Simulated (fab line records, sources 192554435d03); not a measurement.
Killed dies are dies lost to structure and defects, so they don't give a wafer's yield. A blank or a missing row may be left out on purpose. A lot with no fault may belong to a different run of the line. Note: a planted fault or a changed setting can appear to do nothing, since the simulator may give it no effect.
Split-lot trial || flow n5_finfet || on a route of 1938 steps: 7 lots, 21 wafers read

## SPLIT DETAILS
At N5_FIN_SAQP_PECVD_48 (deposits SiNx from SiH4/NH3/N2, target thk 25 nm, time 22.1 s), the setting time_s was moved away from the recipe's 22.1 s on 4 of the 21 wafers read, by -13.8% to -7.6%. For the rest of the wafers, this setting stayed at what the recipe calls for.

The reading comes from the split's own step.

## THE READING
SiNx_of_FIN_SAQP_PECVD_48.thk_nm (the simulator's own value, which no gauge read), in nm, at N5_FIN_SAQP_PECVD_48 (deposits SiNx from SiH4/NH3/N2, target thk 25 nm, time 22.1 s). The file does not state a usual value for it. Here, 17 wafers ran the recipe; their average is 24.95 nm with a standard deviation of 0.34 nm.

{"wafer": "L076.3", "tool, chamber at the split": "pecvd-03, 0", "time_s as run, s": 22.1, "against the recipe": "recipe", "SiNx_of_FIN_SAQP_PECVD_48.thk_nm, nm": 24.58, "against lot-mates on the recipe": "-"}
{"wafer": "L076.4", "tool, chamber at the split": "pecvd-03, 1", "time_s as run, s": 22.1, "against the recipe": "recipe", "SiNx_of_FIN_SAQP_PECVD_48.thk_nm, nm": 25.41, "against lot-mates on the recipe": "-"}
{"wafer": "L076.5", "tool, chamber at the split": "pecvd-03, 2", "time_s as run, s": 22.1, "against the recipe": "recipe", "SiNx_of_FIN_SAQP_PECVD_48.thk_nm, nm": 24.8, "against lot-mates on the recipe": "-"}
{"wafer": "L079.1", "tool, chamber at the split": "pecvd-04, 2", "time_s as run, s": 22.1, "against the recipe": "recipe", "SiNx_of_FIN_SAQP_PECVD_48.thk_nm, nm": 25.15, "against lot-mates on the recipe": "-"}
{"wafer": "L079.5", "tool, chamber at the split": "pecvd-04, 2", "time_s as run, s": 22.1, "against the recipe": "recipe", "SiNx_of_FIN_SAQP_PECVD_48.thk_nm, nm": 25.21, "against lot-mates on the recipe": "-"}
{"wafer": "L079.6", "tool, chamber at the split": "pecvd-04, 1", "time_s as run, s": 22.1, "against the recipe": "recipe", "SiNx_of_FIN_SAQP_PECVD_48.thk_nm, nm": 25.2, "against lot-mates on the recipe": "-"}
{"wafer": "L086.1", "tool, chamber at the split": "pecvd-01, 1", "time_s as run, s": 22.1, "against the recipe": "recipe", "SiNx_of_FIN_SAQP_PECVD_48.thk_nm, nm": 24.16, "against lot-mates on the recipe": "-"}
{"wafer": "L086.4", "tool, chamber at the split": "pecvd-01, 2", "time_s as run, s": 20.18, "against the recipe": "-8.7%", "SiNx_of_FIN_SAQP_PECVD_48.thk_nm, nm": 22.68, "against lot-mates on the recipe": -1.48}
{"wafer": "L086.6", "tool, chamber at the split": "pecvd-01, 1", "time_s as run, s": 20.18, "against the recipe": "-8.7%", "SiNx_of_FIN_SAQP_PECVD_48.thk_nm, nm": 22.47, "against lot-mates on the recipe": -1.69}
{"wafer": "L087.4", "tool, chamber at the split": "pecvd-01, 1", "time_s as run, s": 22.1, "against the recipe": "recipe", "SiNx_of_FIN_SAQP_PECVD_48.thk_nm, nm": 25.45, "against lot-mates on the recipe": "-"}
{"wafer": "L087.5", "tool, chamber at the split": "pecvd-01, 0", "time_s as run, s": 20.43, "against the recipe": "-7.6%", "SiNx_of_FIN_SAQP_PECVD_48.thk_nm, nm": 23.42, "against lot-mates on the recipe": -1.93}
{"wafer": "L087.6", "tool, chamber at the split": "pecvd-01, 2", "time_s as run, s": 22.1, "against the recipe": "recipe", "SiNx_of_FIN_SAQP_PECVD_48.thk_nm, nm": 25.26, "against lot-mates on the recipe": "-"}
{"wafer": "L088.1", "tool, chamber at the split": "pecvd-01, 0", "time_s as run, s": 22.1, "against the recipe": "recipe", "SiNx_of_FIN_SAQP_PECVD_48.thk_nm, nm": 24.6, "against lot-mates on the recipe": "-"}
{"wafer": "L088.5", "tool, chamber at the split": "pecvd-01, 1", "time_s as run, s": 22.1, "against the recipe": "recipe", "SiNx_of_FIN_SAQP_PECVD_48.thk_nm, nm": 25.28, "against lot-mates on the recipe": "-"}
{"wafer": "L088.6", "tool, chamber at the split": "pecvd-01, 0", "time_s as run, s": 22.1, "against the recipe": "recipe", "SiNx_of_FIN_SAQP_PECVD_48.thk_nm, nm": 24.99, "against lot-mates on the recipe": "-"}
{"wafer": "L096.1", "tool, chamber at the split": "pecvd-01, 1", "time_s as run, s": 22.1, "against the recipe": "recipe", "SiNx_of_FIN_SAQP_PECVD_48.thk_nm, nm": 24.99, "against lot-mates on the recipe": "-"}
{"wafer": "L096.2", "tool, chamber at the split": "pecvd-01, 0", "time_s as run, s": 22.1, "against the recipe": "recipe", "SiNx_of_FIN_SAQP_PECVD_48.thk_nm, nm": 24.63, "against lot-mates on the recipe": "-"}
{"wafer": "L096.6", "tool, chamber at the split": "pecvd-01, 0", "time_s as run, s": 19.06, "against the recipe": "-13.8%", "SiNx_of_FIN_SAQP_PECVD_48.thk_nm, nm": 21.61, "against lot-mates on the recipe": -3.20}
{"wafer": "L097.1", "tool, chamber at the split": "pecvd-04, 2", "time_s as run, s": 22.1, "against the recipe": "recipe", "SiNx_of_FIN_SAQP_PECVD_48.thk_nm, nm": 24.62, "against lot-mates on the recipe": "-"}
{"wafer": "L097.3", "tool, chamber at the split": "pecvd-04, 1", "time_s as run, s": 22.1, "against the recipe": "recipe", "SiNx_of_FIN_SAQP_PECVD_48.thk_nm, nm": 25.06, "against lot-mates on the recipe": "-"}
{"wafer": "L097.6", "tool, chamber at the split": "pecvd-04, 0", "time_s as run, s": 22.1, "against the recipe": "recipe", "SiNx_of_FIN_SAQP_PECVD_48.thk_nm, nm": 24.79, "against lot-mates on the recipe": "-"}

THE FIT
A straight line over all 21 wafers: SiNx_of_FIN_SAQP_PECVD_48.thk_nm changes by +0.249 nm for each +1% of time_s; r = +0.95; the points scatter about the line by 0.34 nm.
The same after taking each lot's own level away (the mean of its wafers on the recipe; 21 wafers): +0.217 nm for each +1%; r = +0.97; scatter 0.24 nm.
The reading moves by 3 nm for the largest change in time_s, on that fit.
The lots' own levels span 24.160 to 25.355 nm, that is 3.5 times the standard deviation above.
Thus the slope moves with the lot-to-lot level: the two fits are different.
Check: -2.79 nm against its lot-mates is what the line predicts for one of the wafers moved furthest among these (-13.8%) when that wafer is left out of the fit. It came out at -3.2 nm against them.

## THESE WAFERS: OTHER SPLITS
Other splits were also applied to these wafers ahead of the reading. Each is held against what the fit with the lots' levels taken away leaves over:
{"other split on the same wafers": "N5_WELL_APT_COAT_02 spin_rpm", "wafers away from the commonest value": 5, "r with SiNx_of_FIN_SAQP_PECVD_48.thk_nm (lot level and that fit taken away)": -0.37}
{"other split on the same wafers": "N5_PMOS_HMC_CHANNEL_EPI_PEB_07 peb_time_s", "wafers away from the commonest value": 7, "r with SiNx_of_FIN_SAQP_PECVD_48.thk_nm (lot level and that fit taken away)": -0.05}
{"other split on the same wafers": "N5_PMOS_HMC_CHANNEL_EPI_DEVELOP_08 develop_time_s", "wafers away from the commonest value": 6, "r with SiNx_of_FIN_SAQP_PECVD_48.thk_nm (lot level and that fit taken away)": "+0.14"}

## FILE'S OWN FIT
SiNx_of_FIN_SAQP_PECVD_48.thk_nm changes by +0.225 nm for each +1% of time_s, r = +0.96.
